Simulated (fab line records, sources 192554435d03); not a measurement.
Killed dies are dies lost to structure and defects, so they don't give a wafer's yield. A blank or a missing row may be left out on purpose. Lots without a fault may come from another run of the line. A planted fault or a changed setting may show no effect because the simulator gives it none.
fab line records | flow n5_finfet
record lots=10 wafers=30 last_day=19
route steps=1938 shown BEOL_M5@1187 BEOL_M6@1195 PASSIVATION@1936
lots that met no fault: from a run of the same line without faults
start_h: hours from the record's first day to the start of the lot's first wafer shown | wait_h: hours since the lot's step before | " the same as in the row above | L1.1+2: a row that stands for several wafers | - no value, or no start given | * or withheld: withheld | < > ~ a bound
route shown NAME@n: a module of which the file shows steps, and the number in the route of the first | usual: mean/standard deviation of fault-free wafers | same: alike in all rows | chamber/n: place in a boat | sites: the reading at each site | _std_site: their standard deviation | _edge_site: outer sites' mean less inner sites' | radius_mm: how far each site lies from the wafer's centre | mask NAME#n: copy n | behind: the tool/chamber that last shaped the wafer | hold: why the lot was held/for how many hours/how that ended | device: the transistor (n, p or np) that didn't switch | end of line: the same wafers' tests at the end of the route | a step without rows: its recipe alone | killed: dies lost to structure and defects at the first sort, not the wafer's yield | map: a wafer's dies, x killed, . not, _ none there
set.NAME: the setting as run; set.NAME@STEP: as run at that earlier step | model.NAME: the simulator's own value behind a step, which no gauge read
steps of the route over a sample of lots; a table a step, a row a wafer
services: from which hour (start_h, from the record's first day; less than 0 if before it) a tool's chamber was out of use, for how many hours, and why
## steps
# step N5_BEOL_M5_THK_MEAS_53
# recipe thk_meas_gauge=xrf reads=Cu_of_BEOL_M5_ECD_50
# usual M5_THK=61.1/2.1
# columns lot.wafer tool chamber start_h wait_h M5_THK[nm]
L194.1 film_metro-02 - 225.24 - 64.0
L194.3 " - " " 59.4
L194.6 " - " " 61.4
L197.1 film_metro-02 - 243.72 - 63.4
L197.4 " - " " 61.2
L197.6 " - " " 63.5
L198.1 film_metro-01 - 248.46 - 59.0
L198.2 " - " " 56.6
L198.4 " - " " 63.1
L199.1 film_metro-02 - 253.04 - 62.6
L199.3 " - " " 61.4
L199.4 " - " " 59.5
L200.2 film_metro-01 - 253.74 - 61.9
L200.4 " - " " 58.0
L200.6 " - " " 59.9
L205.2 film_metro-02 - 289.45 - 58.5
L205.4 " - " " 58.6
L205.5 " - " " 58.7
L207.1 film_metro-02 - 303.61 - 65.3
L207.2 " - " " 61.9
L207.5 " - " " 63.8
L213.3 film_metro-02 - 331.97 - 63.4
L213.4 " - " " 60.4
L213.5 " - " " 62.8
L212.2 film_metro-01 - 332.35 - 62.7
L212.4 " - " " 59.4
L212.6 " - " " 61.4
L216.1 film_metro-02 - 357.80 - 61.7
L216.3 " - " " 63.3
L216.6 " - " " 61.7
# step N5_BEOL_M5_RS_MEAS_57
# recipe thk_meas_gauge=four-point-probe reads=Co_of_BEOL_M5_CO_CAP_78+Cu_of_BEOL_M5_ECD_50+Co_of_BEOL_M5_CVD_47+TaN_of_BEOL_M5_ALD_86
# usual M5_RS=0.394/0.016
# columns lot.wafer tool chamber start_h wait_h M5_RS[ohm/sq]
L194.1 film_metro-02 - 225.50 0.0 0.368
L194.3 " - " " 0.404
L194.6 " - " " 0.388
L197.1 film_metro-02 - 243.98 0.0 0.377
L197.4 " - " " 0.395
L197.6 " - " " 0.375
L198.1 film_metro-02 - 248.74 0.0 0.408
L198.2 " - " " 0.428
L198.4 " - " " 0.375
L199.1 film_metro-01 - 253.30 0.0 0.387
L199.3 " - " " 0.395
L199.4 " - " " 0.408
L200.2 film_metro-01 - 254.00 0.1 0.388
L200.4 " - " " 0.418
L200.6 " - " " 0.405
L205.2 film_metro-02 - 289.71 0.1 0.416
L205.4 " - " " 0.415
L205.5 " - " " 0.415
L207.1 film_metro-02 - 303.89 0.0 0.364
L207.2 " - " " 0.388
L207.5 " - " " 0.377
L213.3 film_metro-02 - 332.23 0.1 0.377
L213.4 " - " " 0.401
L213.5 " - " " 0.385
L212.2 film_metro-02 - 332.61 0.1 0.382
L212.4 " - " " 0.406
L212.6 " - " " 0.392
L216.1 film_metro-01 - 358.06 0.0 0.388
L216.3 " - " " 0.377
L216.6 " - " " 0.389
# step N5_BEOL_M6_CURE_74
# recipe temp_c=385 time_s=240 ambient=He/Ar material=SiCOH_lowk
# usual lamp_power_pct=52.31/0.051 wafer_temp_C_max=386.6/0.58
# columns lot.wafer tool chamber start_h wait_h lamp_power_pct wafer_temp_C_max
L194.1 uv_cure-01 1 225.65 0.1 52.30 387.3
L194.3 " 1 " " 52.29 388.7
L194.6 " 1 " " 52.21 387.5
L197.1 uv_cure-01 2 244.11 0.0 52.32 386.5
L197.4 " 2 " " 52.26 386.1
L197.6 " 2 " " 52.21 386.4
L198.1 uv_cure-01 1 248.87 0.0 52.30 387.1
L198.2 " 1 " " 52.21 388.0
L198.4 " 1 " " 52.27 387.5
L199.1 uv_cure-02 0 253.43 0.0 52.34 386.0
L199.3 " 0 " " 52.23 386.7
L199.4 " 0 " " 52.30 386.1
L200.2 uv_cure-01 2 254.20 0.1 52.31 387.3
L200.4 " 2 " " 52.35 386.8
L200.6 " 2 " " 52.36 387.0
L205.2 uv_cure-01 0 290.08 0.3 52.24 387.2
L205.4 " 0 " " 52.33 387.5
L205.5 " 0 " " 52.36 387.8
L207.1 uv_cure-02 0 304.02 0.0 52.34 385.9
L207.2 " 0 " " 52.34 386.7
L207.5 " 0 " " 52.32 386.5
L213.3 uv_cure-03 0 332.52 0.2 52.30 386.7
L213.4 " 0 " " 52.43 386.8
L213.5 " 0 " " 52.33 386.8
L212.2 uv_cure-02 0 333.03 0.3 52.28 386.6
L212.4 " 0 " " 52.27 386.6
L212.6 " 0 " " 52.34 386.8
L216.1 uv_cure-03 2 358.18 0.0 52.30 387.6
L216.3 " 2 " " 52.21 387.0
L216.6 " 2 " " 52.28 387.0
# step N5_BEOL_M6_PECVD_70
# recipe material=SiO2 target_thk_a=200 temp_c=400 precursor=TEOS/O2 pressure_torr=5.5 rf_w=450 teos_flow_sccm=53.8 gas=O2 flow_sccm=3000 time_s=22.7
# usual heater_power_w=700/69 showerhead_plenum_p_Torr=8.76/0.072 throttle_valve_pct=22.4/1.2
# columns lot.wafer tool chamber start_h wait_h heater_power_w showerhead_plenum_p_Torr throttle_valve_pct
L194.1 pecvd-04 2 226.20 0.0 651 8.66 21.5
L194.3 " 1 " " 630 8.80 23.2
L194.6 " 1 " " 621 8.82 23.2
L197.1 pecvd-02 1 244.66 0.0 818 8.72 24.4
L197.4 " 0 " " 730 8.86 23.8
L197.6 " 1 " " 818 8.72 24.4
L198.1 pecvd-02 2 249.42 0.0 697 8.66 21.6
L198.2 " 1 " " 839 8.72 24.2
L198.4 " 2 " " 725 8.68 21.5
L199.1 pecvd-04 0 253.98 0.0 751 8.78 22.3
L199.3 " 1 " " 635 8.81 23.2
L199.4 " 1 " " 638 8.79 23.3
L200.2 pecvd-04 0 254.67 0.0 762 8.79 22.5
L200.4 " 0 " " 737 8.81 22.3
L200.6 " 2 " " 694 8.69 21.6
L205.2 pecvd-02 0 290.95 0.0 699 8.81 23.9
L205.4 " 0 " " 690 8.83 24.0
L205.5 " 1 " " 818 8.68 24.4
L207.1 pecvd-02 0 304.57 0.0 670 8.84 23.8
L207.2 " 2 " " 705 8.66 21.6
L207.5 " 0 " " 674 8.86 24.0
L213.3 pecvd-04 0 332.92 0.0 748 8.78 22.5
L213.4 " 2 " " 684 8.63 21.3
L213.5 " 0 " " 763 8.79 22.6
L212.2 pecvd-04 2 333.50 0.0 709 8.66 21.4
L212.4 " 2 " " 706 8.66 21.7
L212.6 " 1 " " 619 8.80 23.4
L216.1 pecvd-01 2 358.73 0.0 674 8.86 20.5
L216.3 " 0 " " 712 8.83 22.2
L216.6 " 0 " " 691 8.84 22.0
# step N5_BEOL_M6_INSPECT_13
# recipe mode=adi inspect_instrument=brightfield
# usual raw_defect_count=405/93
# columns lot.wafer tool chamber start_h wait_h raw_defect_count
L194.1 defect_inspect-01 - 228.35 0.0 363
L194.3 " - " " 424
L194.6 " - " " 444
L197.1 defect_inspect-01 - 245.79 0.0 269
L197.4 " - " " 375
L197.6 " - " " 389
L198.1 defect_inspect-02 - 253.62 0.0 353
L198.2 " - " " 427
L198.4 " - " " 414
L199.1 defect_inspect-02 - 255.68 0.0 557
L199.3 " - " " 505
L199.4 " - " " 451
L200.2 defect_inspect-02 - 256.51 0.0 467
L200.4 " - " " 384
L200.6 " - " " 522
L205.2 defect_inspect-01 - 291.65 0.0 266
L205.4 " - " " 266
L205.5 " - " " 325
L207.1 defect_inspect-01 - 305.66 0.0 362
L207.2 " - " " 984
L207.5 " - " " 451
L213.3 defect_inspect-01 - 334.45 0.0 400
L213.4 " - " " 505
L213.5 " - " " 444
L212.2 defect_inspect-02 - 335.12 0.0 364
L212.4 " - " " 362
L212.6 " - " " 355
L216.1 defect_inspect-02 - 359.68 0.0 415
L216.3 " - " " 398
L216.6 " - " " 515
# step N5_BEOL_M6_INSPECT_30
# recipe mode=adi inspect_instrument=brightfield
# usual raw_defect_count=409/89
# columns lot.wafer tool chamber start_h wait_h raw_defect_count
L194.1 defect_inspect-02 - 230.98 0.1 386
L194.3 " - " " 443
L194.6 " - " " 441
L197.1 defect_inspect-01 - 246.82 0.1 267
L197.4 " - " " 395
L197.6 " - " " 413
L198.1 defect_inspect-02 - 255.57 0.1 353
L198.2 " - " " 431
L198.4 " - " " 420
L199.1 defect_inspect-01 - 257.38 0.1 524
L199.3 " - " " 482
L199.4 " - " " 438
L200.2 defect_inspect-02 - 257.90 0.0 431
L200.4 " - " " 387
L200.6 " - " " 535
L205.2 defect_inspect-01 - 293.62 0.0 262
L205.4 " - " " 260
L205.5 " - " " 347
L207.1 defect_inspect-02 - 306.95 0.1 395
L207.2 " - " " 1006
L207.5 " - " " 440
L213.3 defect_inspect-02 - 335.56 0.0 426
L213.4 " - " " 534
L213.5 " - " " 472
L212.2 defect_inspect-02 - 338.64 0.0 368
L212.4 " - " " 356
L212.6 " - " " 343
L216.1 defect_inspect-02 - 361.77 0.1 420
L216.3 " - " " 409
L216.6 " - " " 478
# step N5_PASSIVATION_PROBE_49
# usual defect_limited_yield=91.0/1.4 killed_at_M0_to_M3=33/11 killed_at_M4_up=14/5 killed_at_contacts=11/7.3 killed_at_front_end=43/12 killed_at_other=4/3.1 killed_dies=106/17 killed_on_rim=14/3.8 killed_open=69/13 killed_short=34/8.7 sort_bin_5_function=5.2/0.96 sort_bin_6_memory=3.3/0.66 sort_n_pass=1074/17 sort_yield_pct=91.0/1.4
# same gross_dies=1180 killed_at_back_side=0 sort_bin_4_leakage[%]=0 sort_bin_8_speed[%]=0
# columns lot.wafer tool chamber start_h wait_h defect_limited_yield[%] killed_at_M0_to_M3 killed_at_M4_up killed_at_contacts killed_at_front_end killed_at_other killed_dies killed_on_rim killed_open killed_short sort_bin_5_function[%] sort_bin_6_memory[%] sort_n_pass sort_yield_pct[%]
L205.2 prober-01 - 394.34 0.1 90.3 27 11 9 63 5 115 16 67 48 5.2 3.9 1065 90.3
L205.4 prober-01 - 394.44 0.2 90.7 41 10 5 52 2 110 14 74 36 4.9 3.2 1070 90.7
L205.5 prober-01 - 394.49 0.2 89.4 26 20 6 67 6 125 11 79 40 6.0 4.2 1055 89.4
L207.1 prober-02 - 407.13 0.0 90.7 35 10 26 37 2 110 13 80 28 5.1 4.1 1070 90.7
L207.2 prober-02 - 407.18 0.1 82.5 25 88 30 59 4 206 29 99 29 9.9 4.9 974 82.5
L207.5 prober-02 - 407.33 0.2 88.5 25 19 51 36 5 136 20 104 26 7.5 3.5 1044 88.5
# killed by level:class
L205.2 FIN_SAQP:geometric_particle:short=16 STI_FIN_REVEAL:geometric_particle:open=12 GATE_CUT:geometric_particle:short=10 MOL_CONTACT_COAG:geometric_particle:open=9 BEOL_M0_SAQP:geometric_particle:open=9 DUMMY_GATE:geometric_particle:open=7 BEOL_M2:geometric_particle:open=6 BEOL_M0_SAQP:geometric_particle:short=5
L205.4 FIN_SAQP:geometric_particle:open=19 BEOL_M0_SAQP:geometric_particle:open=15 BEOL_M0_SAQP:geometric_particle:short=12 FIN_SAQP:geometric_particle:short=9 BEOL_M3:geometric_particle:open=7 BEOL_M4:geometric_particle:open=6 MOL_CONTACT_COAG:geometric_particle:open=5 STI_FIN_REVEAL:geometric_particle:open=4
L205.5 STI_FIN_REVEAL:geometric_particle:open=20 BEOL_M0_SAQP:geometric_particle:open=9 FIN_SAQP:geometric_particle:open=8 BEOL_M0_SAQP:geometric_particle:short=8 BEOL_M4:geometric_particle:open=8 FIN_SAQP:geometric_particle:short=7 DUMMY_GATE:geometric_particle:open=7 GATE_CUT:geometric_particle:short=7
L207.1 MOL_CONTACT_COAG:geometric_particle:open=20 STI_FIN_REVEAL:geometric_particle:open=16 BEOL_M1:geometric_particle:open=10 BEOL_M0_SAQP:geometric_particle:open=9 FIN_SAQP:geometric_particle:open=6 MOL_CONTACT_COAG:geometric_particle:short=6 STI_FIN_REVEAL:geometric_particle:short=5 BEOL_M2:geometric_particle:short=5
L207.2 BEOL_M6:unspecified=72 MOL_CONTACT_COAG:geometric_particle:open=25 STI_FIN_REVEAL:geometric_particle:open=24 FIN_SAQP:geometric_particle:open=6 BEOL_M0_SAQP:geometric_particle:open=6 BEOL_M0_SAQP:geometric_particle:short=6 HKMG_FIN:area_etch=6 FIN_SAQP:geometric_particle:short=5
L207.5 MOL_CONTACT_COAG:geometric_particle:open=44 BEOL_M4:geometric_particle:open=12 FIN_SAQP:geometric_particle:open=9 STI_FIN_REVEAL:geometric_particle:open=8 MOL_CONTACT_COAG:geometric_particle:short=7 BEOL_M0_SAQP:geometric_particle:short=5 BEOL_M1:geometric_particle:open=5 HKMG_FIN:area_etch=5
## services
# columns tool chamber start_h hours kind
pecvd-01 2 202.38 - clean
pecvd-01 2 202.38 - consumable_replace:showerhead
pecvd-01 2 202.38 29.0 scheduled_down
pecvd-01 2 202.38 29.0 vent_cycle
uv_cure-03 - 206.31 9.1 repair
uv_cure-01 - 213.41 1.2 repair
pecvd-02 - 223.37 1.4 repair
pecvd-02 0 226.94 5.0 scheduled_down
uv_cure-03 - 243.33 1.0 pm
pecvd-04 2 258.08 2.1 scheduled_down
pecvd-02 1 260.62 5.5 scheduled_down
uv_cure-01 - 270.15 1.0 pm
pecvd-01 1 292.97 3.6 repair
pecvd-04 0 292.97 2.1 scheduled_down
pecvd-01 - 297.04 28.1 pm
uv_cure-01 - 298.54 7.7 repair
uv_cure-02 - 310.03 0.7 repair
pecvd-01 1 343.82 5.5 scheduled_down
## key
first_sign step=N5_BEOL_M6_INSPECT_13 reading=raw_defect_count direction=up sigmas=6.2 usual=405 struck=984
effect step=N5_BEOL_M6_INSPECT_30 reading=raw_defect_count direction=up sigmas=6.7 usual=409 struck=1006
effect step=N5_PASSIVATION_PROBE_49 reading=killed_at_M4_up direction=up sigmas=15 usual=14 struck=88
more_kills_born_at N5_BEOL_M6_PECVD_70@pecvd-02=72
met_at N5_BEOL_M6_PECVD_70
struck_lots L207
struck_wafers L207.2
not_acting_at N5_BEOL_M5_THK_MEAS_53,N5_BEOL_M5_RS_MEAS_57,N5_BEOL_M6_CURE_74
onset_between 249.42 304.57
fault kind=chamber_particle_source tool=pecvd-02 chamber=2 onset_h=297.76 steps=N5_BEOL_M6_PECVD_70 rate_per_visit_cm2=1.2029 end_h=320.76
